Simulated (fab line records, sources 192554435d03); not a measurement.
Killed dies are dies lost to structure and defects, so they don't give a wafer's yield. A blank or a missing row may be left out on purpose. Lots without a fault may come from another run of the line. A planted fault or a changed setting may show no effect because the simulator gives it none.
fab line records | flow n5_finfet
record lots=7 wafers=19 last_day=18
route steps=1938 shown HKMG_FIN@421 PASSIVATION@1936
lots that met no fault: from a run of the same line without faults
start_h: hours from the record's first day to the start of the lot's first wafer shown | wait_h: hours since the lot's step before | " the same as in the row above | L1.1+2: a row that stands for several wafers | - no value, or no start given | * or withheld: withheld | < > ~ a bound
route shown NAME@n: a module of which the file shows steps, and the number in the route of the first | usual: mean/standard deviation of fault-free wafers | same: alike in all rows | chamber/n: place in a boat | sites: the reading at each site | _std_site: their standard deviation | _edge_site: outer sites' mean less inner sites' | radius_mm: how far each site lies from the wafer's centre | mask NAME#n: copy n | behind: the tool/chamber that last shaped the wafer | hold: why the lot was held/for how many hours/how that ended | device: the transistor (n, p or np) that didn't switch | end of line: the same wafers' tests at the end of the route | a step without rows: its recipe alone | killed: dies lost to structure and defects at the first sort, not the wafer's yield | map: a wafer's dies, x killed, . not, _ none there
set.NAME: the setting as run; set.NAME@STEP: as run at that earlier step | model.NAME: the simulator's own value behind a step, which no gauge read
lots at some steps of the route; a table a step, a row a wafer
services: from which hour (start_h, from the record's first day; less than 0 if before it) a tool's chamber was out of use, for how many hours, and why
## steps
# step N5_HKMG_FIN_PWFM_ALD_03
# recipe material=TiN target_thk_a=20 temp_c=400 ald_precursor_family=TiCl4 ald_co_reactant=NH3 pulse_time_s=1 purge_time_s=3 co_reactant_purge_time_s=2 co_reactant_pulse_time_s=2 ald_cycles=91 pressure_torr=3
# usual heater_power_w=884/96 precursor_pulse_height_rel=1.001/0.02
# same purge_time_s=3
# columns lot.wafer tool chamber start_h wait_h heater_power_w precursor_pulse_height_rel
L221.2 ald_metal-03 2 81.10 0.0 702 0.982
L221.3 " 1 " " 920 0.960
L221.6 " 3 " " 787 1.005
L223.2 ald_metal-02 3 93.87 0.0 926 0.997
L223.3 " 0 " " 1017 1.015
L223.6 " 2 " " 980 0.986
L233.1 ald_metal-02 3 155.91 0.0 928 1.015
L233.2 " 0 " " 1031 0.996
L233.3 " 2 " " 984 0.981
L235.1 ald_metal-03 2 166.43 0.0 703 0.988
L235.5 " 3 " " 773 0.995
L237.5 ald_metal-01 3 179.20 0.3 838 0.998
L237.6 " 2 " " 987 1.014
L241.2 ald_metal-02 3 202.52 0.0 948 1.029
L241.4 " 0 " " 1023 1.011
L241.5 " 0 " " 1055 1.012
L242.1 ald_metal-03 2 208.51 0.0 705 0.992
L242.3 " 3 " " 788 1.007
L242.5 " 1 " " 917 1.023
# step N5_HKMG_FIN_COAT_29
# recipe resist=SOC temp_c=250 time_s=60 spin_rpm=1500 resist_thk_nm=300
# step N5_HKMG_FIN_COAT_30
# recipe resist=SiARC temp_c=220 time_s=60 spin_rpm=1500 resist_thk_nm=35
# step N5_HKMG_FIN_COAT_06
# recipe resist=CAR-ArF spin_rpm=1500 resist_thk_nm=90
# step N5_HKMG_FIN_EBR_08
# recipe solvent=PGMEA ebr_width_mm=1.5
# step N5_HKMG_FIN_SOFTBAKE_07
# recipe temp_c=110 time_s=60 resist=CAR-ArF
# step N5_HKMG_FIN_EXPOSE_09
# recipe mask_id=NWFM na=1.35 source_shape=conventional sigma_outer=0.8 polarization=unpolarized dose_mj=39.25
# step N5_HKMG_FIN_PEB_10
# recipe peb_temp_c=withheld peb_time_s=60 resist=CAR-ArF
# step N5_HKMG_FIN_DEVELOP_11
# recipe develop_time_s=30 developer=TMAH resist=CAR-ArF dev_temp_c=23 rinse_liquid=diw dry=air_spin
# step N5_HKMG_FIN_CD_MEAS_12
# recipe target_cd_nm=92.8 landing_energy_ev=500 detector=se_inlens
# usual cd_nm=93.1/0.49
# columns lot.wafer tool chamber start_h wait_h cd_nm
L221.2 cd_sem-03 0 81.93 - 93.0
L221.3 " 0 " " 93.6
L221.6 " 0 " " 93.6
L223.2 cd_sem-01 0 94.59 - 92.7
L223.3 " 0 " " 93.4
L223.6 " 0 " " 92.4
L233.1 cd_sem-02 0 156.62 - 93.2
L233.2 " 0 " " 93.8
L233.3 " 0 " " 93.9
L235.1 cd_sem-01 0 167.26 - 92.5
L235.5 " 0 " " 93.1
L237.5 cd_sem-02 0 179.69 - 93.8
L237.6 " 0 " " 93.5
L241.2 cd_sem-03 0 203.23 - 93.0
L241.4 " 0 " " 93.0
L241.5 " 0 " " 92.4
L242.1 cd_sem-01 0 209.35 - 93.1
L242.3 " 0 " " 94.3
L242.5 " 0 " " 93.2
# step N5_HKMG_FIN_OVL_MEAS_13
# recipe points_per_wafer=44
# usual NWFM_OVL=0.5/0.83
# columns lot.wafer tool chamber start_h wait_h NWFM_OVL[nm]
L221.2 overlay-02 0 81.96 0.0 0.6
L221.3 " 0 " " 0.4
L221.6 " 0 " " 1.1
L223.2 overlay-01 0 94.62 0.0 1.0
L223.3 " 0 " " 1.3
L223.6 " 0 " " -0.1
L233.1 overlay-02 0 156.65 0.0 1.0
L233.2 " 0 " " 1.6
L233.3 " 0 " " 0.0
L235.1 overlay-01 0 167.29 0.0 1.3
L235.5 " 0 " " 0.2
L237.5 overlay-02 0 179.72 0.0 1.2
L237.6 " 0 " " 1.0
L241.2 overlay-01 0 203.26 0.0 1.6
L241.4 " 0 " " 1.6
L241.5 " 0 " " 0.6
L242.1 overlay-02 0 209.38 0.0 0.0
L242.3 " 0 " " 0.6
L242.5 " 0 " " 0.1
# step N5_HKMG_FIN_INSPECT_14
# recipe mode=adi inspect_instrument=macro
# usual raw_defect_count=2.1/1.6
# columns lot.wafer tool chamber start_h wait_h raw_defect_count
L221.2 defect_inspect-01 - 81.99 0.0 3
L221.3 " - " " 1
L221.6 " - " " 2
L223.2 defect_inspect-01 - 94.64 0.0 2
L223.3 " - " " 5
L223.6 " - " " 2
L233.1 defect_inspect-01 - 156.68 0.0 3
L233.2 " - " " 0
L233.3 " - " " 2
L235.1 defect_inspect-02 - 167.32 0.0 1
L235.5 " - " " 2
L237.5 defect_inspect-01 - 179.75 0.0 2
L237.6 " - " " 1
L241.2 defect_inspect-01 - 203.28 0.0 0
L241.4 " - " " 0
L241.5 " - " " 2
L242.1 defect_inspect-01 - 209.40 0.0 1
L242.3 " - " " 1
L242.5 " - " " 4
# step N5_HKMG_FIN_DESCUM_17
# recipe chemistry=O2 time_s=7.9 source_power_w=50 bias_power_w=20 pressure_mtorr=20 rf_frequency_hz=2.712e+07 temp_c=40 resist=CAR-ArF o2_flow_sccm=225
# usual drypump_motor_current_A=5.6/0.51 o2_flow_sccm=225.1/0.65 oes_product_au=0.84/0.094 rf_vpp_V=243.6/1.6 showerhead_plenum_p_Torr=2.12/0.091 throttle_valve_pct=20.37/0.15
# columns lot.wafer tool chamber start_h wait_h drypump_motor_current_A o2_flow_sccm oes_product_au rf_hours_counter_h rf_vpp_V showerhead_plenum_p_Torr throttle_valve_pct model.CAR-ArF_of_HKMG_FIN_COAT_06.thk_nm
L221.2 rie_diel-01 0 82.58 0.6 5.8 225.8 0.84 63 242.3 2.12 20.28 83.4
L221.3 " 1 " " 5.1 225.0 0.95 6 245.1 2.23 20.30 83.2
L221.6 " 1 " " 5.1 224.9 0.96 - 244.9 2.23 20.30 83.4
L223.2 rie_diel-01 0 94.67 0.0 5.7 225.5 0.84 67 243.4 2.12 20.27 83.4
L223.3 " 1 " " 5.1 224.4 0.94 10 244.8 2.23 20.30 83.4
L223.6 " 3 " " 6.3 226.0 0.97 - 243.1 2.06 20.44 83.4
L233.1 rie_diel-01 1 156.71 0.0 5.1 225.2 0.89 28 244.2 2.23 20.32 83.8
L233.2 " 3 " " 6.3 223.6 0.91 21 242.0 2.06 20.46 83.2
L233.3 " 2 " " 5.3 224.8 0.94 11 245.5 2.23 20.27 83.6
L235.1 rie_diel-01 0 167.35 0.0 5.8 225.0 0.81 88 243.4 2.11 20.31 84.2
L235.5 " 3 " " 6.3 225.6 0.90 - 242.7 2.06 20.46 83.4
L237.5 rie_diel-01 2 180.30 0.6 5.4 224.8 0.92 - 245.6 2.23 20.29 83.6
L237.6 " 3 " " 6.3 226.0 0.90 - 243.7 2.06 20.48 84.2
L241.2 rie_diel-04 3 203.32 0.0 6.0 224.9 1.01 1 246.2 2.23 20.30 84
L241.4 " 2 " " 6.1 224.5 0.80 100 243.5 2.12 20.28 84
L241.5 " 0 " " 5.3 225.2 0.87 - 240.8 2.04 20.31 83.8
L242.1 rie_diel-03 1 209.43 0.0 6.5 226.3 0.85 74 245.7 2.21 20.37 83.8
L242.3 " 3 " " 4.8 223.8 0.71 210 243.4 2.16 20.74 83.6
L242.5 " 3 " " 4.8 224.4 0.71 - 243.9 2.16 20.74 84
# step N5_HKMG_FIN_ETCH_31
# recipe chemistry=CF4 target=SiARC target_depth_a=455 mask_material=CAR-ArF time_s=75.8 ion_energy_ev=80 pressure_mtorr=40 source_w=545 bias_w=36 Ar_flow_sccm=100 cf4_flow_sccm=100 ends=cleared
# usual drypump_motor_current_A=5.6/0.51 etch_rf_on_time_s=75.2/1.2 oes_product_au=0.72/0.08 rf_vpp_V=184.3/1.4 showerhead_plenum_p_Torr=2.17/0.086 throttle_valve_pct=15.54/0.19
# columns lot.wafer tool chamber start_h wait_h drypump_motor_current_A etch_rf_on_time_s oes_product_au rf_hours_counter_h rf_vpp_V showerhead_plenum_p_Torr throttle_valve_pct model.CAR-ArF_of_HKMG_FIN_COAT_06.thk_nm
L221.2 rie_diel-01 0 82.61 0.0 5.8 76.5 0.71 63 184.4 2.17 15.44 50.8
L221.3 " 1 " " 5.1 75.7 0.82 6 187.1 2.28 15.44 50.6
L221.6 " 1 " " 5.1 74.7 0.81 - 185.0 2.28 15.44 50.8
L223.2 rie_diel-01 0 94.71 0.0 5.8 73.6 0.72 67 183.3 2.17 15.42 51
L223.3 " 1 " " 5.1 74.1 0.81 10 186.0 2.28 15.45 50.8
L223.6 " 3 " " 6.3 72.4 0.84 - 183.4 2.11 15.50 51
L233.1 rie_diel-01 1 156.75 0.0 5.1 74.9 0.77 28 184.8 2.27 15.49 51.2
L233.2 " 3 " " 6.3 73.4 0.77 21 183.3 2.11 15.53 50.8
L233.3 " 2 " " 5.3 75.6 0.80 11 185.3 2.28 15.39 50.8
L235.1 rie_diel-01 0 167.39 0.0 5.8 75.5 0.69 88 185.0 2.16 15.48 51.4
L235.5 " 3 " " 6.3 73.9 0.77 - 185.0 2.10 15.55 50.8
L237.5 rie_diel-01 2 180.35 0.0 5.3 74.7 0.79 - 183.7 2.27 15.41 51
L237.6 " 3 " " 6.3 73.5 0.77 - 182.9 2.10 15.55 51.8
L241.2 rie_diel-04 3 203.35 0.0 6.1 73.8 0.86 1 186.9 2.28 15.50 51.6
L241.4 " 2 " " 6.1 75.0 0.68 100 183.2 2.16 15.38 51.4
L241.5 " 0 " " 5.3 76.2 0.75 - 182.8 2.09 15.44 51.4
L242.1 rie_diel-03 1 209.47 0.0 6.5 74.8 0.72 74 186.3 2.25 15.55 51.2
L242.3 " 3 " " 4.8 75.4 0.62 210 186.8 2.21 15.93 51
L242.5 " 3 " " 4.8 76.6 0.61 - 183.9 2.21 15.93 51.4
# step N5_HKMG_FIN_ETCH_32
# recipe chemistry=N2/H2 target=SOC target_depth_a=2400 temp_c=40 time_s=300 ion_energy_ev=200 mask_material=SiARC pressure_mtorr=30 source_w=840 bias_w=150 n2_flow_sccm=200 h2_flow_sccm=200
# usual drypump_motor_current_A=5.6/0.51 oes_product_au=0.84/0.094 rf_vpp_V=524.8/2.9 showerhead_plenum_p_Torr=2.58/0.11 throttle_valve_pct=17.78/0.19
# same time_s=300
# columns lot.wafer tool chamber start_h wait_h drypump_motor_current_A oes_product_au rf_hours_counter_h rf_vpp_V showerhead_plenum_p_Torr throttle_valve_pct
L221.2 rie_diel-01 0 82.67 0.0 5.7 0.84 63 524.6 2.57 17.59
L221.3 " 1 " " 5.1 0.96 6 527.3 2.72 17.72
L221.6 " 1 " " 5.1 0.96 - 528.0 2.72 17.71
L223.2 rie_diel-01 0 94.76 0.0 5.7 0.84 67 526.0 2.57 17.59
L223.3 " 1 " " 5.1 0.94 10 526.9 2.71 17.69
L223.6 " 3 " " 6.3 0.98 - 522.7 2.50 17.79
L233.1 rie_diel-01 1 156.80 0.0 5.1 0.90 28 528.5 2.71 17.74
L233.2 " 3 " " 6.3 0.92 21 523.5 2.50 17.82
L233.3 " 2 " " 5.3 0.95 11 528.2 2.71 17.64
L235.1 rie_diel-01 0 167.44 0.0 5.8 0.81 88 525.1 2.56 17.61
L235.5 " 3 " " 6.3 0.90 - 523.8 2.49 17.83
L237.5 rie_diel-01 2 180.47 0.1 5.3 0.93 - 529.2 2.71 17.64
L237.6 " 3 " " 6.3 0.90 - 522.7 2.49 17.85
L241.2 rie_diel-04 3 203.41 0.0 6.0 1.02 1 528.5 2.71 17.72
L241.4 " 2 " " 6.1 0.79 100 524.5 2.56 17.60
L241.5 " 0 " " 5.4 0.86 - 522.1 2.48 17.71
L242.1 rie_diel-03 1 209.52 0.0 6.5 0.84 74 526.3 2.69 17.86
L242.3 " 3 " " 4.8 0.71 210 525.6 2.62 18.22
L242.5 " 3 " " 4.8 0.72 - 527.0 2.62 18.22
# step N5_PASSIVATION_PROBE_49
# usual killed_at_M0_to_M3=36/11 killed_at_M4_up=14/5.6 killed_at_contacts=11/5.6 killed_at_front_end=40/12 killed_at_other=4/3.2 killed_dies=105/17 killed_on_rim=14/3.4 killed_open=69/12 killed_short=34/8.4
# same gross_dies=1180 killed_at_back_side=0
# columns lot.wafer tool chamber start_h wait_h killed_at_M0_to_M3 killed_at_M4_up killed_at_contacts killed_at_front_end killed_at_other killed_dies killed_on_rim killed_open killed_short
L221.2 prober-01 - 324.12 0.1 46 22 15 38 5 126 18 84 37
L221.3 prober-01 - 324.17 0.1 51 13 10 43 4 121 18 79 41
L221.6 prober-01 - 324.32 0.3 53 11 5 52 5 126 16 87 36
L223.2 prober-01 - 345.23 0.1 38 17 10 32 7 104 13 59 42
L223.3 prober-01 - 345.28 0.1 36 7 13 33 5 94 10 65 29
L223.6 prober-01 - 345.43 0.3 38 13 8 28 4 91 17 61 30
L235.1 prober-02 - 380.18 0.0 15 12 9 41 1 78 9 54 23
L235.5 prober-02 - 380.38 0.2 41 15 10 35 7 108 13 67 40
L233.1 prober-01 - 382.54 0.0 50 15 10 24 1 100 14 66 33
L233.2 prober-01 - 382.59 0.1 33 23 10 52 1 119 21 71 46
L233.3 prober-01 - 382.64 0.1 44 16 14 26 0 100 14 67 32
L237.5 prober-01 - 414.65 0.2 37 15 12 35 1 100 11 65 29
L237.6 prober-01 - 414.70 0.3 29 21 19 35 3 107 18 74 31
L242.1 prober-01 - 443.28 0.0 40 20 17 55 2 134 15 98 34
L242.3 prober-01 - 443.38 0.1 37 18 34 45 2 136 18 75 57
L242.5 prober-01 - 443.48 0.2 34 13 10 39 1 97 10 62 34
L241.2 prober-02 - 443.33 0.1 40 21 23 33 2 119 14 78 40
L241.4 prober-02 - 443.43 0.2 45 11 11 29 4 100 11 75 24
L241.5 prober-02 - 443.48 0.2 29 19 8 32 2 90 13 63 27
# killed by level:class
L221.2 MOL_CONTACT_COAG:geometric_particle:open=13 BEOL_M2:geometric_particle:open=10 BEOL_M0_SAQP:geometric_particle:open=10 BEOL_M0_SAQP:geometric_particle:short=8 DUMMY_GATE:geometric_particle:open=7 FIN_SAQP:geometric_particle:open=6 FIN_SAQP:geometric_particle:short=6 BEOL_M4:geometric_particle:open=6
L221.3 FIN_SAQP:geometric_particle:short=10 MOL_CONTACT_COAG:geometric_particle:open=9 BEOL_M3:geometric_particle:open=8 BEOL_M0_SAQP:geometric_particle:short=8 BEOL_M2:geometric_particle:open=8 BEOL_M4:geometric_particle:open=8 STI_FIN_REVEAL:geometric_particle:open=7 DUMMY_GATE:geometric_particle:open=7
L221.6 FIN_SAQP:geometric_particle:open=17 BEOL_M2:geometric_particle:open=12 FIN_SAQP:geometric_particle:short=11 BEOL_M3:geometric_particle:open=11 BEOL_M0_SAQP:geometric_particle:open=9 BEOL_M0_SAQP:geometric_particle:short=7 MOL_CONTACT_COAG:geometric_particle:open=5 DUMMY_GATE:geometric_particle:open=4
L223.2 BEOL_M0_SAQP:geometric_particle:short=15 BEOL_M2:geometric_particle:open=9 BEOL_M4:geometric_particle:open=8 BEOL_M0_SAQP:geometric_particle:open=8 MOL_CONTACT_COAG:geometric_particle:short=5 MOL_CONTACT_COAG:geometric_particle:open=5 STARTING-WAFER:geometric_particle:open=5 DUMMY_GATE:geometric_particle:open=4
L223.3 MOL_CONTACT_COAG:geometric_particle:open=11 BEOL_M0_SAQP:geometric_particle:open=11 STI_FIN_REVEAL:geometric_particle:open=10 BEOL_M2:geometric_particle:open=10 FIN_SAQP:geometric_particle:short=7 BEOL_M0_SAQP:geometric_particle:short=5 STI_FIN_REVEAL:geometric_particle:short=4 BEOL_M0:geometric_particle:open=3
L223.6 BEOL_M0_SAQP:geometric_particle:open=15 BEOL_M2:geometric_particle:open=10 BEOL_M4:geometric_particle:open=8 MOL_CONTACT_COAG:geometric_particle:open=7 BEOL_M0_SAQP:geometric_particle:short=6 FIN_SAQP:geometric_particle:short=5 STARTING-WAFER:geometric_particle:short=5 FIN_SAQP:geometric_particle:open=4
L235.1 FIN_SAQP:geometric_particle:open=12 FIN_SAQP:geometric_particle:short=11 DUMMY_GATE:geometric_particle:open=7 BEOL_M4:geometric_particle:open=7 MOL_CONTACT_COAG:geometric_particle:open=5 STI_FIN_REVEAL:geometric_particle:open=4 MOL_CONTACT_COAG:geometric_particle:short=4 BEOL_M2:geometric_particle:open=4
L235.5 BEOL_M0_SAQP:geometric_particle:short=12 STI_FIN_REVEAL:geometric_particle:open=11 BEOL_M0_SAQP:geometric_particle:open=9 BEOL_M3:geometric_particle:open=9 FIN_SAQP:geometric_particle:open=6 MOL_CONTACT_COAG:geometric_particle:open=6 GATE_CUT:geometric_particle:short=5 BEOL_M2:geometric_particle:open=5
L233.1 BEOL_M0_SAQP:geometric_particle:short=15 BEOL_M0_SAQP:geometric_particle:open=13 MOL_CONTACT_COAG:geometric_particle:open=8 STI_FIN_REVEAL:geometric_particle:open=7 BEOL_M2:geometric_particle:open=7 BEOL_M1:geometric_particle:open=6 BEOL_M4:geometric_particle:open=5 FIN_SAQP:geometric_particle:open=4
L233.2 STI_FIN_REVEAL:geometric_particle:open=14 FIN_SAQP:geometric_particle:open=10 BEOL_M4:geometric_particle:open=10 FIN_SAQP:geometric_particle:short=8 MOL_CONTACT_COAG:geometric_particle:open=8 BEOL_M3:geometric_particle:short=8 BEOL_M0_SAQP:geometric_particle:short=7 BEOL_M1:geometric_particle:open=7
L233.3 STI_FIN_REVEAL:geometric_particle:open=12 MOL_CONTACT_COAG:geometric_particle:open=12 BEOL_M0_SAQP:geometric_particle:short=11 BEOL_M0_SAQP:geometric_particle:open=11 BEOL_M1:geometric_particle:open=11 STI_FIN_REVEAL:geometric_particle:short=5 BEOL_M3:geometric_particle:open=5 BEOL_M4:geometric_particle:open=5
L237.5 BEOL_M0_SAQP:geometric_particle:open=12 BEOL_M0_SAQP:geometric_particle:short=12 STI_FIN_REVEAL:geometric_particle:open=9 MOL_CONTACT_COAG:geometric_particle:open=9 DUMMY_GATE:geometric_particle:open=7 BEOL_M1:geometric_particle:open=5 BEOL_M2:geometric_particle:open=4 BEOL_M4:geometric_particle:open=4
L237.6 MOL_CONTACT_COAG:geometric_particle:open=14 BEOL_M4:geometric_particle:open=14 FIN_SAQP:geometric_particle:open=10 BEOL_M0_SAQP:geometric_particle:open=7 MOL_CONTACT_COAG:geometric_particle:short=5 BEOL_M0_SAQP:geometric_particle:short=5 DUMMY_GATE:geometric_particle:open=4 BEOL_M1:geometric_particle:open=4
L242.1 FIN_SAQP:geometric_particle:open=21 MOL_CONTACT_COAG:geometric_particle:open=14 BEOL_M4:geometric_particle:open=13 BEOL_M0_SAQP:geometric_particle:open=12 BEOL_M0_SAQP:geometric_particle:short=9 BEOL_M2:geometric_particle:open=7 FIN_SAQP:geometric_particle:short=6 DUMMY_GATE:geometric_particle:open=6
L241.2 BEOL_M2:geometric_particle:open=14 MOL_CONTACT_COAG:geometric_particle:open=13 MOL_CONTACT_COAG:geometric_particle:short=10 BEOL_M4:geometric_particle:open=9 BEOL_M3:geometric_particle:open=8 FIN_SAQP:geometric_particle:open=7 FIN_SAQP:geometric_particle:short=5 GATE_CUT:geometric_particle:short=5
L242.3 MOL_CONTACT_COAG:geometric_particle:open=24 BEOL_M4:geometric_particle:open=13 STI_FIN_REVEAL:geometric_particle:open=12 FIN_SAQP:geometric_particle:short=10 BEOL_M0_SAQP:geometric_particle:short=10 MOL_CONTACT_COAG:geometric_particle:short=10 BEOL_M0_SAQP:geometric_particle:open=7 STARTING-WAFER:geometric_particle:short=5
L241.4 BEOL_M2:geometric_particle:open=18 MOL_CONTACT_COAG:geometric_particle:open=10 BEOL_M0_SAQP:geometric_particle:open=9 BEOL_M0_SAQP:geometric_particle:short=7 FIN_SAQP:geometric_particle:short=5 STI_FIN_REVEAL:geometric_particle:open=4 BEOL_M4:geometric_particle:open=4 FIN_SAQP:geometric_particle:open=3
L242.5 MOL_CONTACT_COAG:geometric_particle:open=10 FIN_SAQP:geometric_particle:open=9 FIN_SAQP:geometric_particle:short=9 BEOL_M0_SAQP:geometric_particle:open=9 BEOL_M0_SAQP:geometric_particle:short=8 BEOL_M4:geometric_particle:open=7 STI_FIN_REVEAL:geometric_particle:open=6 BEOL_M1:geometric_particle:open=4
L241.5 BEOL_M4:geometric_particle:open=10 BEOL_M2:geometric_particle:open=9 FIN_SAQP:geometric_particle:open=8 FIN_SAQP:geometric_particle:short=6 MOL_CONTACT_COAG:geometric_particle:open=6 DUMMY_GATE:geometric_particle:open=4 BEOL_M1:geometric_particle:open=4 BEOL_M2:geometric_particle:short=4
## services
# columns tool chamber start_h hours kind
ald_metal-03 0 57.80 14.1 repair
ald_metal-02 2 61.61 25.3 repair
ald_metal-03 - 63.94 0.5 repair
rie_diel-01 3 67.95 - clean
rie_diel-01 3 67.95 - consumable_replace:focus_ring
rie_diel-01 3 67.95 17.7 scheduled_down
rie_diel-01 3 67.95 17.7 vent_cycle
rie_diel-01 2 85.67 - clean
rie_diel-01 2 85.67 - consumable_replace:focus_ring
rie_diel-01 2 85.67 - consumable_replace:showerhead
rie_diel-01 2 85.67 16.1 scheduled_down
rie_diel-01 2 85.67 16.1 vent_cycle
ald_metal-03 1 91.83 3.7 repair
rie_diel-04 1 92.78 - clean
rie_diel-04 1 92.78 - consumable_replace:focus_ring
ald_metal-03 - 94.92 1.5 repair
rie_diel-04 3 103.26 4.3 repair
ald_metal-03 - 122.97 14.6 pm
rie_diel-01 - 129.43 10.9 repair
ald_metal-01 - 131.21 2.1 repair
rie_diel-04 3 138.33 9.4 repair
rie_diel-01 2 143.52 8.2 repair
ald_metal-02 1 147.15 6.2 repair
ald_metal-03 - 182.19 4.0 repair
## key
first_sign none at tools or gauges
model_effect step=N5_HKMG_FIN_DESCUM_17 value=CAR-ArF_of_HKMG_FIN_COAT_06.thk_nm without=83.47 struck=84.07
model_effect step=N5_HKMG_FIN_ETCH_31 value=CAR-ArF_of_HKMG_FIN_COAT_06.thk_nm without=50.87 struck=51.47
met_at N5_HKMG_FIN_DESCUM_17
struck_wafers L233.1,L235.1,L237.6
tester_left_out L233,L235,L237
onset_between 94.67 156.71
fault kind=process_parameter_drift tool=rie_diel-01 chamber=- onset_h=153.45 steps=N5_HKMG_FIN_DESCUM_17 channel=time_s offset=* shape=step end_h=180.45 scope=struck_wafers_only acts_in=* stated=*
# tester_left_out: of these lots the tester's yield and bins aren't shown, on N5 and GAA mostly nor the transistor test; their killed dies are dies lost to structure and defects alone, not to doping, threshold or leakage, so they don't give the yield
